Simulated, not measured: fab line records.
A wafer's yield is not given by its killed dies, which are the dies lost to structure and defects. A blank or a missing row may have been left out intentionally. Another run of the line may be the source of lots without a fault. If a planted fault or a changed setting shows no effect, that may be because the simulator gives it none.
Which of the tools did it? || flow nand-harc || Sampling: 9 lots, 27 wafers, 4 of 1302 route steps

## WHAT THE GAUGES READ, wafer by wafer
NHARC_END_SORT_01.
{"lot": "L801", "measured": "day 26 10:15", "on": "prober-02", "killed-at-other": "1 0 0"}
{"lot": "L805", "measured": "day 27 20:21", "on": "prober-01", "killed-at-other": "74 2 0"}
{"lot": "L811", "measured": "day 29 22:19", "on": "prober-01", "killed-at-other": "1 0 0"}
{"lot": "L810", "measured": "day 30 15:31", "on": "prober-02", "killed-at-other": "1 0 0"}
{"lot": "L814", "measured": "day 32 01:02", "on": "prober-02", "killed-at-other": "0 0 1"}
{"lot": "L817", "measured": "day 32 19:04", "on": "prober-01", "killed-at-other": "1 1 2"}
{"lot": "L818", "measured": "day 33 13:41", "on": "prober-02", "killed-at-other": "1 1 2"}
{"lot": "L820", "measured": "day 33 05:45", "on": "prober-02", "killed-at-other": "0 1 0"}
{"lot": "L819", "measured": "day 33 11:34", "on": "prober-01", "killed-at-other": "1 2 0"}

## TOOL THAT RAN EACH LOT (tool first, then ch and the chambers of the sampled wafers, then the start)
{"lot": "L801", "NHARC_A_BONDPAD_ETCH_24": "rie-diel-10 ch 0,2, day 25 05:14", "NHARC_A_BONDPAD_ANNEAL_28": "rtp-anneal-01 ch 0, day 25 06:23", "NHARC_THIN_TSV_ETCH_15": "rie-si-05 ch 0,1,3, day 25 20:16"}
{"lot": "L805", "NHARC_A_BONDPAD_ETCH_24": "rie-diel-02 ch 0,1,2, day 26 07:38", "NHARC_A_BONDPAD_ANNEAL_28": "rtp-anneal-01 ch 0, day 26 08:52", "NHARC_THIN_TSV_ETCH_15": "rie-si-05 ch 1,2,3, day 26 22:50"}
{"lot": "L811", "NHARC_A_BONDPAD_ETCH_24": "rie-diel-10 ch 1,3, day 28 14:34 or earlier", "NHARC_A_BONDPAD_ANNEAL_28": "rtp-anneal-01 ch 0, day 28 14:34", "NHARC_THIN_TSV_ETCH_15": "rie-si-01 ch 0,1, day 29 07:03"}
{"lot": "L810", "NHARC_A_BONDPAD_ETCH_24": "rie-diel-02 ch 2,3, day 29 11:24 or earlier", "NHARC_A_BONDPAD_ANNEAL_28": "rtp-anneal-01 ch 0, day 29 11:24", "NHARC_THIN_TSV_ETCH_15": "rie-si-03 ch 0,2,3, day 30 01:17"}
{"lot": "L814", "NHARC_A_BONDPAD_ETCH_24": "rie-diel-10 ch 0,3, day 30 19:59 or earlier", "NHARC_A_BONDPAD_ANNEAL_28": "rtp-anneal-02 ch 0, day 30 19:59", "NHARC_THIN_TSV_ETCH_15": "rie-si-05 ch 0,1,3, day 31 09:52"}
{"lot": "L817", "NHARC_A_BONDPAD_ETCH_24": "rie-diel-02 ch 0,1,2, day 31 13:20 or earlier", "NHARC_A_BONDPAD_ANNEAL_28": "rtp-anneal-02 ch 0, day 31 13:20", "NHARC_THIN_TSV_ETCH_15": "rie-si-01 ch 0,3, day 32 05:45"}
{"lot": "L818", "NHARC_A_BONDPAD_ETCH_24": "rie-diel-02 ch 1,2,3, day 31 22:31 or earlier", "NHARC_A_BONDPAD_ANNEAL_28": "rtp-anneal-02 ch 0, day 31 22:31", "NHARC_THIN_TSV_ETCH_15": "rie-si-05 ch 1,3, day 32 12:28"}
{"lot": "L820", "NHARC_A_BONDPAD_ETCH_24": "rie-diel-10 ch 0,2,3, day 32 00:55 or earlier", "NHARC_A_BONDPAD_ANNEAL_28": "rtp-anneal-01 ch 0, day 32 00:55", "NHARC_THIN_TSV_ETCH_15": "rie-si-01 ch 0,2,3, day 32 13:40"}
{"lot": "L819", "NHARC_A_BONDPAD_ETCH_24": "rie-diel-09 ch 1,2, day 32 01:38 or earlier", "NHARC_A_BONDPAD_ANNEAL_28": "rtp-anneal-01 ch 0, day 32 01:38", "NHARC_THIN_TSV_ETCH_15": "rie-si-01 ch 1,2,3, day 32 15:08"}
- NHARC_A_BONDPAD_ETCH_24: etches the open film in CF4/N2, target depth 30 nm, time 72.99 s.
- NHARC_A_BONDPAD_ANNEAL_28: time 90 s.
- NHARC_THIN_TSV_ETCH_15: target depth 3000 nm, bosch target overetch cycles 2, bosch etch step 2.8 s.

## THE ANSWER, worked out from the rows above alone
Rule: the lots themselves supply what counts as usual. Put in order of their means at a reading, lots are off if they are a third of the lots or fewer, leave a main group of 4 or more, and stand apart from it by a gap of 3 or more times the standard deviation of the main group's means; of several such gaps the widest counts. A main group whose means are all the same, to the digits that the tables above print for the reading, isn't used. A lot without any number at a reading at which 4 lots or more have one is off too. All remaining lots with rows at the step are treated as sound.
Off, at NHARC_END_SORT_01 on killed-at-other: L805. The main group: mean 0.7, standard deviation 0.44.
A tool fits if, at a process step before that reading, it ran every lot that is off, and no sound lot after the first of them. Gauges at NHARC_END_SORT_01: tried the same way as those tools. With no start given for some of its lots, NHARC_A_BONDPAD_ETCH_24 uses the hours and lot order of NHARC_A_BONDPAD_ANNEAL_28. No candidate that was tried fits.

## WHAT HAD BEEN PUT IN BY THE SIMULATOR
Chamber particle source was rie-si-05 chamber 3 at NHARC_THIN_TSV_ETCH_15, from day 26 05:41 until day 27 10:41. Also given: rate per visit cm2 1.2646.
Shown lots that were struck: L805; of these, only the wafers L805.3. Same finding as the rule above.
